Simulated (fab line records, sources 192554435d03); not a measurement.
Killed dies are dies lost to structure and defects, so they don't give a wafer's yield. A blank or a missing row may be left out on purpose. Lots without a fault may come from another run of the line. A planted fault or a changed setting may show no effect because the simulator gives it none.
Chamber matching | flow n5_finfet | N5_BEOL_M1_STRIP_66 on rie_diel-05: 4 sister chambers
The step strips in CF4. 18 wafers are shown with their chamber, then 9 later ones without.

WAFERS WITH THEIR CHAMBER
wafer  | chamber | drypump_motor_current_A (A) | showerhead_plenum_p_Torr (Torr) | throttle_valve_pct (%)
L075.2 | 3       | 5.1                         | 1.70                            | 13.91
L075.5 | 3       | 5.1                         | 1.70                            | 13.91
L075.6 | 0       | 6.8                         | 1.88                            | 13.35
L078.3 | 2       | 5.0                         | 1.76                            | 13.52
L078.4 | 3       | 5.1                         | 1.70                            | 13.91
L078.5 | 2       | 5.0                         | 1.76                            | 13.53
L079.1 | 2       | 5.1                         | 1.76                            | 13.52
L079.3 | 3       | 5.1                         | 1.70                            | 13.94
L079.4 | 1       | 5.4                         | 1.72                            | 13.48
L081.1 | 0       | 6.8                         | 1.88                            | 13.41
L081.3 | 2       | 5.0                         | 1.76                            | 13.54
L081.4 | 3       | 5.1                         | 1.70                            | 13.93
L082.2 | 3       | 5.1                         | 1.70                            | 13.95
L082.4 | 2       | 5.0                         | 1.76                            | 13.56
L082.5 | 0       | 6.8                         | 1.88                            | 13.39
L083.1 | 2       | 5.1                         | 1.75                            | 13.57
L083.4 | 1       | 5.4                         | 1.71                            | 13.51
L083.5 | 0       | 6.8                         | 1.88                            | 13.41

SIGNATURES (means of the wafers above)
reading                  | chamber 0 | chamber 1 | chamber 2 | chamber 3 | scatter within a chamber
drypump_motor_current_A  | 6.800     | 5.400     | 5.033     | 5.100     | 0.0309
showerhead_plenum_p_Torr | 1.8800    | 1.7150    | 1.7583    | 1.7000    | 0.00309
throttle_valve_pct       | 13.3900   | 13.4950   | 13.5400   | 13.9250   | 0.0217
Rule: a wafer's distance from a chamber is the root of the sum, over the readings, of the square of ((its reading less the chamber's mean) divided by the reading's scatter). The wafer belongs to the nearest chamber; if the next one is less than 2 further off, it can't be placed. The scatter: the root of (the sum of the squares of (reading less its chamber's mean) over the shown wafers, divided by (wafers less chambers)).

WAFERS WITHOUT THEIR CHAMBER
wafer  | drypump_motor_current_A (A) | showerhead_plenum_p_Torr (Torr) | throttle_valve_pct (%)
L088.1 | 5.4                         | 1.71                            | 13.54
L088.2 | 6.8                         | 1.88                            | 13.43
L088.5 | 6.8                         | 1.88                            | 13.43
L089.1 | 5.4                         | 1.71                            | 13.52
L089.4 | 6.8                         | 1.88                            | 13.43
L089.5 | 6.8                         | 1.88                            | 13.43
L093.3 | 6.8                         | 1.87                            | 13.45
L093.5 | 5.1                         | 1.91                            | 13.39
L093.6 | 6.8                         | 1.87                            | 13.45

WHICH CHAMBER EACH WENT THROUGH
wafer  | from the rows above | in truth
L088.1 | 1                   | 1
L088.2 | 0                   | 0
L088.5 | 0                   | 0
L089.1 | 1                   | 1
L089.4 | 0                   | 0
L089.5 | 0                   | 0
L093.3 | 0                   | 0
L093.5 | 2                   | 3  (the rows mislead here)
L093.6 | 0                   | 0
Placed correctly: 8 of 9. Can't be placed from these rows: 0. Placed wrongly: 1.
